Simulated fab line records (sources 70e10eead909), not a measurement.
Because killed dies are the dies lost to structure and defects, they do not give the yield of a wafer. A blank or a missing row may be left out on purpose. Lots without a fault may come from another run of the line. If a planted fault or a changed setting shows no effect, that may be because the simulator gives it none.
Matching of chambers ; flow nand-harc ; NHARC_A_DECK1_JOINT_CMP_13 on cmp-03 has 3 sister chambers
The step polishes, target thk 51.023 nm. 14 wafers are shown with their chamber, then 6 later ones without.

== EACH WAFER AND ITS CHAMBER ==
wafer;chamber;motor-current-A (A);time-to-endpoint-s (s)
L546.1;0;11.2;9.7
L546.2;3;12.4;9.8
L546.4;1;11.0;7.8
L547.2;1;11.0;7.5
L547.4;0;11.6;8.8
L547.6;3;11.5;9.5
L550.3;3;12.4;14.0
L550.4;1;10.6;6.9
L550.6;0;11.6;9.7
L557.3;0;11.6;8.4
L557.5;1;11.5;9.2
L557.6;0;10.6;9.3
L560.1;3;12.4;12.5
L560.2;1;11.2;11.3

SIGNATURES (means of the wafers above)
reading;chamber 0;chamber 1;chamber 3;scatter within a chamber
motor-current-A;11.320;11.060;12.175;0.405
time-to-endpoint-s;9.180;8.540;11.450;1.59
Rule: a wafer lies at a distance from a chamber equal to the root of the sum of squares, over the readings, of (its reading less the chamber's mean, divided by the reading's scatter). The wafer belongs to the nearest chamber; if the next one is less than 2 further off, it can't be placed. The scatter: take each reading less its chamber's mean, square it, sum over the shown wafers, divide by the number of wafers less the number of chambers, and take the root.

== WAFERS WITH NO CHAMBER GIVEN ==
wafer;motor-current-A (A);time-to-endpoint-s (s)
L560.6;11.9;13.8
L562.2;12.8;16.6
L562.6;12.0;13.9
L567.2;12.7;9.7
L567.5;10.8;6.1
L567.6;11.3;8.1

== WHICH CHAMBER EACH ONE RAN IN ==
wafer;from the rows above;in truth
L560.6;can't be placed: 3 or 0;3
L562.2;3;3
L562.6;can't be placed: 3 or 0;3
L567.2;can't be placed: 3 or 0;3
L567.5;can't be placed: 1 or 0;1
L567.6;can't be placed: 1 or 0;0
Placed correctly: 1 of 6. These rows do not allow placing 5 (true chamber among the candidates in 5). Number placed wrongly: 0.
